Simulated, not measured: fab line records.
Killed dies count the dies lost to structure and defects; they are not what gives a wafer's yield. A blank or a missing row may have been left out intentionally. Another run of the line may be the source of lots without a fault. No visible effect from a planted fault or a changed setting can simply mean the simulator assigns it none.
fab line records	flow n5Finfet
[record] lots = 8	wafers = 23	lastDay = 17
route steps=1938 shown SD_EPI_N@294 SD_EPI_P@307 SD_ACTIVATION@332 BEOL_M4@1111 PASSIVATION@1936
lots untouched by any fault: they come from a run of this same line in which no faults occurred
startH: the number of hours between the record's first day and the start of the first shown wafer of the lot	waitH: hours since the lot's step before	" unchanged from the row above	L1.1+2: a row that stands for several wafers	- no value, or no start given	* or withheld: withheld	< > ~ a bound
route shown NAME@n: NAME is a module with steps in the file, n the number in the route of the first one	usual: mean/standard deviation of fault-free wafers	same: alike in all rows	chamber/n: place in a boat	sites: per-site readings	_std_site: standard deviation across them	_edge_site: mean of outer sites minus mean of inner sites	radiusMm: for every site, how far away it sits from the centre of the wafer	mask NAME#n: copy n	behind: the last tool/chamber to shape the wafer	hold: reason for holding the lot/hours on hold/outcome of the hold	device: the n, p or np transistor that did not switch	end of line: at the end of the route, the tests of the same wafers	where a step has no rows: the recipe by itself	killed: count of dies lost to structure and defects at first sort (not the wafer's yield)	map: a wafer's dies, x killed, . not, _ none there
set.NAME: the run value of the setting; set.NAME@STEP: its run value at that earlier step	model.NAME: the simulator's own value behind a step, which no gauge read
the route's steps for a sample of lots (tables are steps, rows are wafers)
services: from which hour (startH, from the record's first day; less than 0 if before it) a tool's chamber was out of use, for how many hours, and why
[[steps]]
[step N5_SD_EPI_N_INSPECT_26]
[recipe] inspectInstrument = darkfield	mode = postEpi
[usual] rawDefectCount = 197/43
lot.wafer	tool	chamber	startH	waitH	rawDefectCount
L383.2	defectInspect-01	-	57.06	0.1	310
L383.5	"	-	"	"	306
L383.6	"	-	"	"	331
L385.1	defectInspect-02	-	70.85	0.1	277
L385.2	"	-	"	"	239
L385.5	"	-	"	"	258
L387.4	defectInspect-01	-	82.77	0.1	199
L387.6	"	-	"	"	223
L389.4	defectInspect-02	-	95.14	0.0	196
L389.5	"	-	"	"	177
L389.6	"	-	"	"	208
L390.3	defectInspect-02	-	105.66	0.1	236
L390.5	"	-	"	"	254
L390.6	"	-	"	"	233
L398.2	defectInspect-01	-	150.11	0.1	174
L398.4	"	-	"	"	139
L398.6	"	-	"	"	184
L401.4	defectInspect-01	-	167.14	0.1	260
L401.5	"	-	"	"	236
L401.6	"	-	"	"	196
L404.2	defectInspect-02	-	185.15	0.1	215
L404.4	"	-	"	"	138
L404.5	"	-	"	"	181
[step N5_SD_EPI_P_ETCH_36]
[recipe] chemistry = CF4	target = SiARC	targetDepthA = 455	maskMaterial = CAR-ArF-block	timeS = 75.8	ionEnergyEv = 80	pressureMtorr = 40	sourceW = 545	biasW = 36	Ar_flow_sccm = 100	cf4FlowSccm = 100	ends = cleared
[usual] drypumpMotorCurrentA = 5.9/0.31	etchRfOnTimeS = 75.3/1.9	oesProductAu = 0.67/0.072	rfVppV = 184.0/1.1	showerheadPlenumPTorr = 2.13/0.06	throttleValvePct = 15.62/0.26
lot.wafer	tool	chamber	startH	waitH	drypumpMotorCurrentA	etchRfOnTimeS	oesProductAu	rfHoursCounterH	rfVppV	showerheadPlenumPTorr	throttleValvePct
L383.2	rieDiel-01	1	58.05	0.0	6.2	73.4	0.70	94	183.0	2.14	15.33
L383.5	"	0	"	"	6.1	75.6	0.59	-	184.5	2.19	15.58
L383.6	"	1	"	"	6.2	73.7	0.70	-	186.1	2.14	15.34
L385.1	rieDiel-05	3	71.37	0.0	6.1	78.1	0.64	150	185.6	2.21	15.56
L385.2	"	1	"	"	5.5	71.8	0.71	111	183.5	2.06	15.69
L385.5	"	3	"	"	6.1	77.6	0.64	-	185.4	2.21	15.56
L387.4	rieDiel-01	0	83.32	0.0	6.1	75.5	0.58	-	184.3	2.19	15.61
L387.6	"	1	"	"	6.2	73.3	0.70	-	184.4	2.14	15.34
L389.4	rieDiel-02	3	95.75	0.0	6.1	74.1	0.60	231	183.2	2.22	16.28
L389.5	"	2	"	"	6.1	76.6	0.59	-	182.0	2.04	15.87
L389.6	"	1	"	"	6.5	77.3	0.64	-	182.3	2.13	15.68
L390.3	rieDiel-01	3	106.18	0.0	5.9	75.5	0.65	151	182.3	2.07	15.71
L390.5	"	2	"	"	5.6	74.9	0.82	-	183.8	2.19	15.25
L390.6	"	3	"	"	5.9	75.9	0.64	-	183.7	2.07	15.72
L398.2	rieDiel-05	2	150.51	0.0	5.7	74.0	0.76	31	183.4	2.10	15.30
L398.4	"	0	"	"	5.5	76.7	0.63	186	184.5	2.12	15.74
L398.6	"	3	"	"	6.1	78.2	0.62	-	185.8	2.20	15.59
L401.4	rieDiel-02	0	167.86	0.0	5.6	76.7	0.62	-	183.9	2.21	15.68
L401.5	"	2	"	"	6.1	76.0	0.57	-	182.7	2.03	15.90
L401.6	"	0	"	"	5.6	75.9	0.62	-	184.1	2.21	15.68
L404.2	rieDiel-01	3	185.78	0.0	5.9	76.1	0.62	175	182.4	2.06	15.77
L404.4	"	2	"	"	5.6	75.2	0.77	30	186.1	2.18	15.27
L404.5	"	3	"	"	5.9	76.1	0.62	-	182.6	2.06	15.77
[step N5_SD_EPI_P_ETCH_16]
[recipe] chemistry = CHF3/O2	target = SiO2	targetDepthA = 50	maskMaterial = SOC	pressureMtorr = 30	sourceW = 650	biasW = 170	Ar_flow_sccm = 200	CHF3_flow_sccm = 50	O2_flow_sccm = 5	ionEnergyEv = 200
[usual] drypumpMotorCurrentA = 5.9/0.31	oesProductAu = 0.77/0.083	rfVppV = 520/16	showerheadPlenumPTorr = 2.40/0.073	throttleValvePct = 18.88/0.21
lot.wafer	tool	chamber	startH	waitH	drypumpMotorCurrentA	oesProductAu	rfHoursCounterH	rfVppV	showerheadPlenumPTorr	throttleValvePct
L383.2	rieDiel-01	0	59.26	0.2	6.1	0.68	-	529	2.47	18.87
L383.5	"	0	"	"	6.1	0.69	-	529	2.47	18.87
L383.6	"	0	"	"	6.1	0.69	-	529	2.47	18.86
L385.1	rieDiel-05	3	71.96	0.1	6.1	0.74	150	534	2.48	18.80
L385.2	"	1	"	"	5.5	0.81	111	518	2.30	18.89
L385.5	"	3	"	"	6.1	0.75	-	535	2.48	18.82
L387.4	rieDiel-01	0	83.89	0.0	6.1	0.68	-	526	2.47	18.91
L387.6	"	1	"	"	6.2	0.81	-	524	2.42	18.67
L389.4	rieDiel-02	3	96.33	0.1	6.1	0.70	232	503	2.48	19.48
L389.5	"	2	"	"	6.1	0.69	-	513	2.27	18.97
L389.6	"	1	"	"	6.5	0.74	-	512	2.40	18.99
L390.3	rieDiel-01	3	106.76	0.1	5.9	0.76	152	518	2.32	19.01
L390.5	"	2	"	"	5.6	0.96	-	530	2.47	18.62
L390.6	"	3	"	"	5.9	0.75	-	519	2.32	18.99
L398.2	rieDiel-05	2	151.09	0.1	5.7	0.90	32	492	2.36	18.65
L398.4	"	0	"	"	5.6	0.75	187	556	2.38	19.00
L398.6	"	3	"	"	6.1	0.74	-	534	2.47	18.84
L401.4	rieDiel-02	0	168.72	0.1	5.6	0.73	-	506	2.48	18.92
L401.5	"	2	"	"	6.1	0.67	-	511	2.26	19.03
L401.6	"	0	"	"	5.6	0.73	-	504	2.48	18.91
L404.2	rieDiel-01	3	186.36	0.1	5.9	0.72	176	518	2.32	19.03
L404.4	"	2	"	"	5.6	0.88	30	528	2.46	18.67
L404.5	"	3	"	"	5.9	0.72	-	518	2.32	19.04
[step N5_SD_EPI_P_EPI_21]
[recipe] material = SiGe:B	dopant = B	tempC = 550	pressureTorr = 20	ambient = H2	timeS = 355
[usual] chamberPressureTorr = 20.00/0.042	lampInnerPct = 10.9/0.7	susceptor_temp_C_max = 551.2/0.37
lot.wafer	tool	chamber	startH	waitH	chamberPressureTorr	lampInnerPct	susceptor_temp_C_max
L383.2	epiRpcvd-04	0	60.43	0.5	19.97	10.1	551.8
L383.5	"	0	61.51	1.5	19.95	10.2	551.4
L383.6	"	0	"	"	19.98	10.0	551.0
L385.1	epiRpcvd-04	0	72.81	0.2	20.00	10.0	551.1
L385.2	"	0	"	"	19.98	10.0	551.0
L385.5	"	0	74.73	2.0	19.97	10.1	551.1
L387.4	epiRpcvd-01	0	85.68	1.1	20.01	10.5	551.6
L387.6	"	0	"	"	20.05	10.5	551.7
L389.4	epiRpcvd-04	0	98.14	1.1	8.23	10.0	551.5
L389.5	"	0	"	"	8.15	10.0	551.2
L389.6	"	0	"	"	8.22	10.1	551.7
L390.3	epiRpcvd-04	0	108.22	0.8	8.27	10.0	550.9
L390.5	"	0	"	"	8.29	10.0	551.4
L390.6	"	0	"	"	8.29	10.0	552.0
L398.2	epiRpcvd-03	0	152.18	0.5	20.02	11.6	551.2
L398.4	"	0	"	"	19.89	11.7	551.0
L398.6	"	0	"	"	19.88	11.8	550.9
L401.4	epiRpcvd-03	0	170.54	1.1	20.00	11.7	551.0
L401.5	"	0	"	"	19.96	11.7	550.5
L401.6	"	0	"	"	20.00	11.5	551.0
L404.2	epiRpcvd-03	0	187.70	0.6	19.96	11.6	551.2
L404.4	"	0	"	"	19.98	11.5	551.5
L404.5	"	0	"	"	19.98	11.7	551.3
[step N5_SD_EPI_P_EPI_MEAS_23]
[recipe] mode = xrd
[usual] thkNm = 61.1/1.3
lot.wafer	tool	chamber	startH	waitH	thkNm
L383.2	filmMetro-01	-	62.27	1.5	62.9
L383.5	"	-	"	"	61.9
L383.6	"	-	"	"	64.1
L385.1	filmMetro-02	-	75.72	2.4	60.8
L385.2	"	-	"	"	62.1
L385.5	"	-	"	"	61.5
L387.4	filmMetro-02	-	86.81	0.8	58.9
L387.6	"	-	"	"	63.6
L389.4	filmMetro-02	-	99.28	0.8	42.6
L389.5	"	-	"	"	43.7
L389.6	"	-	"	"	42.7
L390.3	filmMetro-02	-	109.70	1.1	45.1
L390.5	"	-	"	"	44.4
L390.6	"	-	"	"	44.5
L398.2	filmMetro-01	-	154.03	1.5	60.5
L398.4	"	-	"	"	60.7
L398.6	"	-	"	"	62.3
L401.4	filmMetro-01	-	171.66	0.8	61.5
L401.5	"	-	"	"	59.0
L401.6	"	-	"	"	64.0
L404.2	filmMetro-01	-	190.13	2.0	60.4
L404.4	"	-	"	"	60.9
L404.5	"	-	"	"	62.3
[step N5_SD_ACTIVATION_RS_MEAS_03]
[recipe] thkMeasGauge = four-point-probe
[usual] RS_SD_N = 21.90/0.3	RS_SD_P = 56.1/0.87
lot.wafer	tool	chamber	startH	waitH	RS_SD_N[ohm/sq]	RS_SD_P[ohm/sq]
L383.2	filmMetro-01	-	62.89	0.2	22.33	54.6
L383.5	"	-	"	"	22.02	54.6
L383.6	"	-	"	"	22.14	54.6
L385.1	filmMetro-02	-	76.33	0.2	22.16	56.1
L385.2	"	-	"	"	22.58	56.7
L385.5	"	-	"	"	22.04	56.5
L387.4	filmMetro-01	-	87.48	0.2	22.24	57.9
L387.6	"	-	"	"	21.90	56.7
L389.4	filmMetro-02	-	99.94	0.1	22.07	103.2
L389.5	"	-	"	"	22.11	104.1
L389.6	"	-	"	"	22.11	104.6
L390.3	filmMetro-02	-	110.34	0.2	21.78	102.3
L390.5	"	-	"	"	21.64	99.3
L390.6	"	-	"	"	21.73	100.3
L398.2	filmMetro-01	-	154.66	0.2	22.16	56.0
L398.4	"	-	"	"	22.06	55.9
L398.6	"	-	"	"	21.87	54.7
L401.4	filmMetro-02	-	172.33	0.1	21.70	55.3
L401.5	"	-	"	"	21.68	57.1
L401.6	"	-	"	"	21.60	56.0
L404.2	filmMetro-01	-	190.93	0.2	21.96	55.9
L404.4	"	-	"	"	21.87	55.4
L404.5	"	-	"	"	22.01	55.6
[step N5_BEOL_M4_RC_MEAS_101]
[usual] DIBL_N = 37.5/1.9	DIBL_P = 37.3/2.4	IOFF_N = 0.18/0.038	IOFF_P = 0.23/0.045	ION_N = 677/11	ION_P = 464/8.1	RC_DENSE_P = 23.7/0.82	RC_P = 19.3/0.63	REXT_P = 100.4/2.2	RS_SD_P = 65.9/0.93	SS_N = 72.0/0.68	SS_P = 73.5/0.77	VT_N = 249/3.3	VT_P = -249/3.6	VT_P_LVT = -98/3.1
lot.wafer	tool	chamber	startH	waitH	DIBL_N[mV/V]	DIBL_P[mV/V]	IOFF_N[nA/um]	IOFF_P[nA/um]	ION_N[uA/um]	ION_P[uA/um]	RC_DENSE_P[ohm.um]	RC_P[ohm.um]	REXT_P[ohm.um]	RS_SD_P[ohm/sq]	SS_N[mV/dec]	SS_P[mV/dec]	VT_N[mV]	VT_P[mV]	VT_P_LVT[mV]
L383.2	prober-01	0	163.33	0.2	38.4	37.3	0.22	0.24	688	468	23.9	19.6	100.0	64.0	72.3	74.0	242	-247	-95
L383.5	"	0	"	"	36.5	36.1	0.17	0.21	667	460	23.6	19.5	100.2	64.8	71.8	73.1	248	-253	-98
L383.6	"	0	"	"	39.9	39.5	0.24	0.27	679	461	26.2	21.2	102.8	63.5	72.8	74.7	245	-247	-94
L385.1	prober-01	0	185.26	0.0	36.2	38.4	0.18	0.24	671	468	23.3	19.0	102.1	65.7	72.0	73.2	251	-247	-96
L385.2	"	0	"	"	34.6	33.9	0.15	0.17	667	461	24.2	20.0	101.2	66.4	72.0	72.3	252	-251	-99
L385.5	"	0	"	"	33.8	35.0	0.13	0.18	657	457	24.3	19.7	101.8	66.7	71.6	72.8	252	-252	-100
L387.4	prober-01	0	196.21	0.5	38.2	37.2	0.18	0.25	685	471	24.4	20.1	104.0	68.4	71.5	73.8	247	-247	-95
L387.6	"	0	"	"	36.4	35.1	0.15	0.22	673	469	24.3	19.8	104.7	65.9	71.0	72.5	248	-250	-98
L389.4	prober-01	0	212.22	0.5	35.6	34.2	0.16	0.15	682	431	28.2	23.0	139.4	117.7	71.4	73.8	247	-260	-109
L389.5	"	0	"	"	38.9	36.5	0.21	0.17	692	434	27.7	22.6	139.4	118.9	71.5	73.8	248	-258	-108
L389.6	"	0	"	"	38.5	35.7	0.21	0.15	687	423	28.2	23.1	140.0	118.2	72.3	73.7	248	-259	-109
L390.3	prober-01	0	219.90	0.3	39.1	38.2	0.18	0.14	665	417	27.8	22.5	138.4	117.8	73.1	73.7	252	-263	-112
L390.5	"	0	"	"	37.8	35.6	0.16	0.12	665	415	27.3	22.5	136.0	114.1	72.4	72.6	255	-261	-112
L390.6	"	0	"	"	36.3	34.5	0.14	0.11	666	411	28.1	23.0	138.5	116.7	71.7	72.4	255	-266	-115
L398.2	prober-01	0	273.70	0.2	38.6	38.3	0.18	0.26	678	468	22.7	18.7	99.0	65.3	72.4	74.2	246	-246	-96
L398.4	"	0	"	"	42.1	41.9	0.27	0.32	703	473	23.5	19.1	98.8	65.7	73.1	75.1	244	-243	-92
L398.6	"	0	"	"	40.1	38.9	0.22	0.26	697	474	22.6	18.3	97.9	64.0	73.2	74.1	247	-249	-95
L401.4	prober-02	0	283.53	0.5	36.3	36.1	0.15	0.20	689	471	23.9	19.3	98.2	64.8	71.4	72.4	249	-251	-100
L401.5	"	0	"	"	37.6	37.0	0.17	0.21	677	458	22.6	18.8	99.8	66.9	71.7	72.8	248	-250	-99
L401.6	"	0	"	"	38.5	37.8	0.17	0.21	669	457	22.4	18.3	98.4	65.8	72.2	73.7	253	-252	-102
L404.2	prober-02	0	300.38	0.2	38.9	38.9	0.22	0.25	682	458	23.5	19.2	95.0	66.6	72.6	73.9	248	-249	-98
L404.4	"	0	"	"	36.0	36.7	0.15	0.21	675	466	24.9	20.4	95.7	65.9	71.9	72.7	249	-248	-99
L404.5	"	0	"	"	34.5	36.0	0.13	0.20	664	462	25.9	21.0	96.5	65.3	71.6	73.4	253	-250	-99
[step N5_PASSIVATION_PROBE_49]
[usual] defectLimitedYield = 91.2/1.5	killed_at_M0_to_M3 = 31/10	killed_at_M4_up = 15/5.9	killedAtContacts = 13/6	killedAtFrontEnd = 41/11	killedAtOther = 4/3.1	killedDies = 104/18	killedOpen = 68/13	killedShort = 33/8.1	sort_bin_4_leakage = 0.00/0.03	sort_bin_5_function = 5.1/1.1	sort_bin_6_memory = 3.2/0.69	sort_bin_8_speed = 0.01/0.045	sortNPass = 1076/18	sortYieldPct = 91.2/1.5
[same] grossDies = 1180	killedAtBackSide = 0
lot.wafer	tool	chamber	startH	waitH	defectLimitedYield[%]	killed_at_M0_to_M3	killed_at_M4_up	killedAtContacts	killedAtFrontEnd	killedAtOther	killedDies	killedOpen	killedShort	sort_bin_4_leakage[%]	sort_bin_5_function[%]	sort_bin_6_memory[%]	sort_bin_8_speed[%]	sortNPass	sortYieldPct[%]
L385.1	prober-01	-	292.22	0.0	90.3	42	13	13	44	3	115	84	30	0	6.2	3.4	0	1065	90.3
L385.2	prober-01	-	292.27	0.1	88.6	44	16	18	40	16	134	91	42	0	7.1	4.0	0	1046	88.6
L385.5	prober-01	-	292.42	0.2	89.2	41	25	6	44	12	128	87	41	0	6.3	4.2	0	1052	89.2
L389.4	prober-02	-	316.26	0.2	92.5	16	19	5	44	4	88	48	40	0	3.7	3.4	31.95	715	60.6
L389.5	prober-02	-	316.31	0.2	91.4	23	16	15	40	7	101	60	39	0	5.5	3.1	29.66	729	61.8
L389.6	prober-02	-	316.36	0.3	92.5	17	14	17	38	3	89	58	29	0	3.9	3.5	79.66	151	12.8
L390.3	prober-02	-	324.48	0.1	89.9	31	10	30	45	3	119	75	39	0	5.9	3.4	88.90	16	1.4
L390.5	prober-02	-	324.58	0.2	93.3	23	9	11	32	4	79	54	23	0	3.2	3.1	92.20	13	1.1
L390.6	prober-02	-	324.63	0.3	92.4	21	18	10	37	4	90	59	27	0	4.7	2.9	91.10	15	1.3
L398.2	prober-01	-	379.41	0.1	91.9	32	19	13	31	1	96	73	23	0	4.7	3.1	0	1084	91.9
L398.4	prober-01	-	379.51	0.2	91.0	37	12	14	36	7	106	74	29	0.17	5.1	3.6	0	1072	90.8
L398.6	prober-01	-	379.61	0.3	91.9	27	14	12	38	5	96	68	18	0	4.6	2.7	0	1084	91.9
L401.4	prober-01	-	381.30	0.2	90.1	33	13	12	51	8	117	74	38	0	6.1	3.1	0	1063	90.1
L401.5	prober-01	-	381.35	0.2	89.5	50	7	7	53	7	124	72	51	0	6.0	3.9	0	1056	89.5
L401.6	prober-01	-	381.40	0.3	90.8	25	7	6	62	8	108	65	43	0	5.0	3.6	0	1072	90.8
// killed by level:class
L385.1 STI_FIN_REVEAL:geometricParticle:open=15 FIN_SAQP:geometricParticle:open=10 MOL_CONTACT_COAG:geometricParticle:open=9 BEOL_M2:geometricParticle:open=8 BEOL_M0_SAQP:geometricParticle:open=8 BEOL_M4:geometricParticle:open=8 BEOL_M3:geometricParticle:open=7 FIN_SAQP:geometricParticle:short=6
L385.2 STI_FIN_REVEAL:geometricParticle:open=17 MOL_CONTACT_COAG:geometricParticle:open=15 BEOL_M4:geometricParticle:open=12 BEOL_M0_SAQP:geometricParticle:short=10 BEOL_M0_SAQP:geometricParticle:open=9 BEOL_M3:geometricParticle:open=8 FIN_SAQP:geometricParticle:open=7 BEOL_M1:geometricParticle:open=5
L385.5 STI_FIN_REVEAL:geometricParticle:open=17 FIN_SAQP:geometricParticle:short=12 BEOL_M4:geometricParticle:open=10 BEOL_M0_SAQP:geometricParticle:short=9 FIN_SAQP:geometricParticle:open=7 BEOL_M0_SAQP:geometricParticle:open=7 BEOL_M3:geometricParticle:open=7 BEOL_M1:geometricParticle:open=6
L389.4 FIN_SAQP:geometricParticle:short=13 FIN_SAQP:geometricParticle:open=9 BEOL_M4:geometricParticle:short=8 STI_FIN_REVEAL:geometricParticle:open=6 BEOL_M4:geometricParticle:open=5 GATE_CUT:geometricParticle:short=4 MOL_CONTACT_COAG:geometricParticle:open=4 BEOL_M2:geometricParticle:open=4
L389.5 FIN_SAQP:geometricParticle:open=12 FIN_SAQP:geometricParticle:short=11 MOL_CONTACT_COAG:geometricParticle:open=9 BEOL_M3:geometricParticle:open=7 BEOL_M4:geometricParticle:open=6 MOL_CONTACT_COAG:geometricParticle:short=6 BEOL_M4:geometricParticle:short=6 BEOL_M1:geometricParticle:open=4
L389.6 MOL_CONTACT_COAG:geometricParticle:open=15 FIN_SAQP:geometricParticle:short=7 FIN_SAQP:geometricParticle:open=7 BEOL_M2:geometricParticle:open=6 GATE_CUT:geometricParticle:short=5 BEOL_M1:geometricParticle:open=5 STARTING-WAFER:geometricParticle:open=4 STI_FIN_REVEAL:geometricParticle:open=3
L390.3 MOL_CONTACT_COAG:geometricParticle:open=23 FIN_SAQP:geometricParticle:open=13 FIN_SAQP:geometricParticle:short=8 MOL_CONTACT_COAG:geometricParticle:short=7 BEOL_M0_SAQP:geometricParticle:open=7 BEOL_M4:geometricParticle:open=5 STARTING-WAFER:geometricParticle:short=5 DUMMY_GATE:geometricParticle:short=4
L390.5 FIN_SAQP:geometricParticle:short=9 BEOL_M3:geometricParticle:open=9 MOL_CONTACT_COAG:geometricParticle:open=9 FIN_SAQP:geometricParticle:open=8 BEOL_M2:geometricParticle:open=5 BEOL_M8:geometricParticle:open=4 DUMMY_GATE:geometricParticle:open=3 GATE_CUT:geometricParticle:short=3
L390.6 FIN_SAQP:geometricParticle:open=12 MOL_CONTACT_COAG:geometricParticle:open=7 DUMMY_GATE:geometricParticle:open=6 BEOL_M3:geometricParticle:open=6 FIN_SAQP:geometricParticle:short=4 BEOL_M1:geometricParticle:short=4 MOL_CONTACT_COAG:geometricParticle:short=3 BEOL_M0_SAQP:geometricParticle:open=3
L398.2 STI_FIN_REVEAL:geometricParticle:open=11 MOL_CONTACT_COAG:geometricParticle:open=11 BEOL_M3:geometricParticle:open=9 BEOL_M0_SAQP:geometricParticle:open=7 BEOL_M2:geometricParticle:short=7 BEOL_M4:geometricParticle:open=7 FIN_SAQP:geometricParticle:open=5 BEOL_M2:geometricParticle:open=5
L398.4 STI_FIN_REVEAL:geometricParticle:open=15 MOL_CONTACT_COAG:geometricParticle:open=12 BEOL_M2:geometricParticle:open=10 BEOL_M0_SAQP:geometricParticle:short=8 BEOL_M1:geometricParticle:open=6 FIN_SAQP:geometricParticle:open=5 BEOL_M3:geometricParticle:open=5 BEOL_M4:geometricParticle:open=5
L398.6 STI_FIN_REVEAL:geometricParticle:open=10 MOL_CONTACT_COAG:geometricParticle:open=10 HKMG_FIN:areaEtch=9 BEOL_M3:geometricParticle:open=7 BEOL_M0_SAQP:geometricParticle:open=6 BEOL_M1:geometricParticle:open=6 BEOL_M2:geometricParticle:open=5 BEOL_M4:geometricParticle:open=4
L401.4 BEOL_M0_SAQP:geometricParticle:open=11 DUMMY_GATE:geometricParticle:open=10 MOL_CONTACT_COAG:geometricParticle:open=9 FIN_SAQP:geometricParticle:open=7 STI_FIN_REVEAL:geometricParticle:open=7 BEOL_M4:geometricParticle:open=6 BEOL_M0_SAQP:geometricParticle:short=5 BEOL_M2:geometricParticle:open=5
L401.5 FIN_SAQP:geometricParticle:short=14 BEOL_M0_SAQP:geometricParticle:short=11 BEOL_M0_SAQP:geometricParticle:open=11 FIN_SAQP:geometricParticle:open=9 BEOL_M2:geometricParticle:open=9 STI_FIN_REVEAL:geometricParticle:open=8 BEOL_M3:geometricParticle:open=7 MOL_CONTACT_COAG:geometricParticle:open=5
L401.6 FIN_SAQP:geometricParticle:short=15 FIN_SAQP:geometricParticle:open=11 BEOL_M2:geometricParticle:open=10 STI_FIN_REVEAL:geometricParticle:open=9 DUMMY_GATE:geometricParticle:open=7 PASS1_CAP:geometricParticle:open=5 MOL_CONTACT_COAG:geometricParticle:open=4 ILD0:geometricParticle:short=4
[[services]]
tool	chamber	startH	hours	kind
rieDiel-01	2	46.94	4.6	repair
rieDiel-05	-	61.62	1.0	repair
rieDiel-02	-	73.65	0.8	repair
rieDiel-01	2	74.48	-	clean
rieDiel-01	2	74.48	-	consumableReplace:focusRing
rieDiel-01	2	74.48	12.1	scheduledDown
rieDiel-01	2	74.48	12.1	ventCycle
epiRpcvd-03	-	77.14	14.6	pm
epiRpcvd-04	-	86.82	1.1	repair
epiRpcvd-01	-	111.72	1.0	repair
rieDiel-05	-	126.82	0.3	repair
epiRpcvd-01	-	138.28	6.0	pm
rieDiel-01	0	143.24	-	clean
rieDiel-01	0	143.24	-	consumableReplace:focusRing
rieDiel-01	0	143.24	20.1	scheduledDown
rieDiel-01	0	143.24	20.1	ventCycle
epiRpcvd-04	-	153.12	8.1	pm
rieDiel-02	3	154.69	-	clean
rieDiel-02	3	154.69	-	consumableReplace:focusRing
rieDiel-02	3	154.69	18.8	scheduledDown
rieDiel-02	1	166.73	11.3	repair
rieDiel-01	-	169.77	0.6	repair
rieDiel-02	1	179.29	2.0	repair
rieDiel-02	0	186.27	8.8	repair
[[key]]
[firstSign] step = N5_SD_EPI_P_EPI_21	reading = chamberPressureTorr	direction = down	sigmas = 99+	usual = 20.00	struck = 8.24
[effect] step = N5_SD_EPI_P_EPI_MEAS_23	reading = thkNm	direction = down	sigmas = 14	usual = *	struck = *
[effect] step = N5_SD_ACTIVATION_RS_MEAS_03	reading = RS_SD_P	direction = up	sigmas = 53	usual = 56.1	struck = 102.3
[effect] step = N5_BEOL_M4_RC_MEAS_101	reading = RS_SD_P	direction = up	sigmas = 55	usual = 65.9	struck = 117.2
[effect] step = N5_BEOL_M4_RC_MEAS_101	reading = REXT_P	direction = up	sigmas = 17	usual = 100.4	struck = 138.6
[effect] step = N5_BEOL_M4_RC_MEAS_101	reading = RC_P	direction = up	sigmas = 5.4	usual = 19.3	struck = 22.8
[effect] step = N5_BEOL_M4_RC_MEAS_101	reading = ION_P	direction = down	sigmas = 5.1	usual = 464	struck = 422
[effect] step = N5_BEOL_M4_RC_MEAS_101	reading = RC_DENSE_P	direction = up	sigmas = 5.1	usual = 23.7	struck = 27.9
[effect] step = N5_BEOL_M4_RC_MEAS_101	reading = VT_P_LVT	direction = down	sigmas = 4.1	usual = -98	struck = -111
[effect] step = N5_BEOL_M4_RC_MEAS_101	reading = VT_P	direction = down	sigmas = 3.4	usual = -249	struck = -261
[effect] step = N5_BEOL_M4_RC_MEAS_101	reading = IOFF_P	direction = down	sigmas = 2	usual = 0.23	struck = 0.14	wafersMoved = 5
[effect] step = N5_PASSIVATION_PROBE_49	reading = sort_bin_8_speed	direction = up	sigmas = 99+	usual = 0.01	struck = 68.91
metAt N5_SD_EPI_P_EPI_21
struckLots L389,L390
notActingAt N5_SD_EPI_N_INSPECT_26,N5_SD_EPI_P_ETCH_36,N5_SD_EPI_P_ETCH_16
onsetBetween 72.81 98.14
[fault] kind = processParameterDrift	tool = epiRpcvd-04	chamber = -	onsetH = 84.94	steps = N5_SD_EPI_P_EPI_21	channel = pressureTorr	offset = -11.732	shape = step	endH = 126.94	actsIn = theseRecipesOnly	stated = 20
